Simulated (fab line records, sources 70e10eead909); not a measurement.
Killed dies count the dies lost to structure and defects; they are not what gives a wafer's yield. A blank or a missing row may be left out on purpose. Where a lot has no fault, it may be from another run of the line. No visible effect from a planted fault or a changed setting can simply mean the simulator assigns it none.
Chamber matching / flow nand-harc / rie-diel-11 running NHARC_A_STAIRCASE_ETCH_271: 4 sister chambers
The step etches the open film in CF4/CHF3. 18 wafers are shown with their chamber, then 9 later ones without.

EACH WAFER AND ITS CHAMBER
wafer=L074.2; chamber=0; showerhead-plenum-p-Torr (Torr)=1.55; rf-vpp-V (V)=369.5; bias-w (W)=199.7
wafer=L074.3; chamber=3; showerhead-plenum-p-Torr (Torr)=1.49; rf-vpp-V (V)=367.3; bias-w (W)=199.9
wafer=L074.6; chamber=2; showerhead-plenum-p-Torr (Torr)=1.46; rf-vpp-V (V)=369.0; bias-w (W)=200.8
wafer=L080.1; chamber=2; showerhead-plenum-p-Torr (Torr)=1.70; rf-vpp-V (V)=373.6; bias-w (W)=200.1
wafer=L080.2; chamber=1; showerhead-plenum-p-Torr (Torr)=1.62; rf-vpp-V (V)=371.6; bias-w (W)=200.1
wafer=L080.4; chamber=3; showerhead-plenum-p-Torr (Torr)=1.49; rf-vpp-V (V)=367.5; bias-w (W)=200.1
wafer=L083.3; chamber=1; showerhead-plenum-p-Torr (Torr)=1.61; rf-vpp-V (V)=372.7; bias-w (W)=199.1
wafer=L083.5; chamber=1; showerhead-plenum-p-Torr (Torr)=1.61; rf-vpp-V (V)=373.4; bias-w (W)=199.1
wafer=L083.6; chamber=2; showerhead-plenum-p-Torr (Torr)=1.70; rf-vpp-V (V)=373.9; bias-w (W)=199.1
wafer=L084.2; chamber=1; showerhead-plenum-p-Torr (Torr)=1.61; rf-vpp-V (V)=371.8; bias-w (W)=199.0
wafer=L084.3; chamber=0; showerhead-plenum-p-Torr (Torr)=1.54; rf-vpp-V (V)=369.8; bias-w (W)=199.1
wafer=L084.6; chamber=3; showerhead-plenum-p-Torr (Torr)=1.48; rf-vpp-V (V)=367.5; bias-w (W)=200.4
wafer=L086.3; chamber=0; showerhead-plenum-p-Torr (Torr)=1.54; rf-vpp-V (V)=372.0; bias-w (W)=199.9
wafer=L086.5; chamber=2; showerhead-plenum-p-Torr (Torr)=1.70; rf-vpp-V (V)=374.7; bias-w (W)=200.0
wafer=L086.6; chamber=1; showerhead-plenum-p-Torr (Torr)=1.61; rf-vpp-V (V)=371.7; bias-w (W)=200.5
wafer=L088.2; chamber=0; showerhead-plenum-p-Torr (Torr)=1.54; rf-vpp-V (V)=368.7; bias-w (W)=200.4
wafer=L088.3; chamber=1; showerhead-plenum-p-Torr (Torr)=1.61; rf-vpp-V (V)=370.5; bias-w (W)=199.0
wafer=L088.6; chamber=2; showerhead-plenum-p-Torr (Torr)=1.69; rf-vpp-V (V)=373.7; bias-w (W)=199.0

SIGNATURES (means of the wafers above)
reading=showerhead-plenum-p-Torr; chamber 0=1.5425; chamber 1=1.6117; chamber 2=1.6500; chamber 3=1.4867; scatter within a chamber=0.057
reading=rf-vpp-V; chamber 0=370.000; chamber 1=371.950; chamber 2=372.980; chamber 3=367.433; scatter within a chamber=1.5
reading=bias-w; chamber 0=199.775; chamber 1=199.467; chamber 2=199.800; chamber 3=200.133; scatter within a chamber=0.623
Rule: a wafer's distance from a chamber is the root of the sum, over the readings, of the square of ((its reading less the chamber's mean) divided by the reading's scatter). If the next closest chamber is less than 2 further off than the closest, the wafer can't be placed; otherwise it belongs to the closest. The scatter: take each reading less its chamber's mean, square it, sum over the shown wafers, divide by the number of wafers less the number of chambers, and take the root.

WAFERS WHOSE CHAMBER IS MISSING
wafer=L091.2; showerhead-plenum-p-Torr (Torr)=1.61; rf-vpp-V (V)=370.0; bias-w (W)=200.0
wafer=L091.4; showerhead-plenum-p-Torr (Torr)=1.69; rf-vpp-V (V)=375.5; bias-w (W)=200.1
wafer=L091.5; showerhead-plenum-p-Torr (Torr)=1.54; rf-vpp-V (V)=370.0; bias-w (W)=200.3
wafer=L092.1; showerhead-plenum-p-Torr (Torr)=1.48; rf-vpp-V (V)=368.6; bias-w (W)=200.2
wafer=L092.3; showerhead-plenum-p-Torr (Torr)=1.54; rf-vpp-V (V)=369.0; bias-w (W)=199.8
wafer=L092.5; showerhead-plenum-p-Torr (Torr)=1.54; rf-vpp-V (V)=370.2; bias-w (W)=200.1
wafer=L097.1; showerhead-plenum-p-Torr (Torr)=1.68; rf-vpp-V (V)=373.8; bias-w (W)=198.9
wafer=L097.3; showerhead-plenum-p-Torr (Torr)=1.60; rf-vpp-V (V)=371.5; bias-w (W)=200.6
wafer=L097.4; showerhead-plenum-p-Torr (Torr)=1.53; rf-vpp-V (V)=370.2; bias-w (W)=199.8

WHICH CHAMBER EACH ONE RAN IN
wafer=L091.2; from the rows above=can't be placed: 0 or 1 or 2 or 3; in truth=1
wafer=L091.4; from the rows above=can't be placed: 2 or 1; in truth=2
wafer=L091.5; from the rows above=can't be placed: 0 or 3 or 1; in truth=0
wafer=L092.1; from the rows above=can't be placed: 3 or 0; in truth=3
wafer=L092.3; from the rows above=can't be placed: 0 or 3 or 1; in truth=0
wafer=L092.5; from the rows above=can't be placed: 0 or 1 or 3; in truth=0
wafer=L097.1; from the rows above=can't be placed: 2 or 1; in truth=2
wafer=L097.3; from the rows above=can't be placed: 2 or 1 or 0 or 3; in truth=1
wafer=L097.4; from the rows above=can't be placed: 0 or 1 or 3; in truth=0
Placed correctly: 0 of 9. These rows do not allow placing 9 (true chamber among the candidates in 9). 0 placed wrongly.
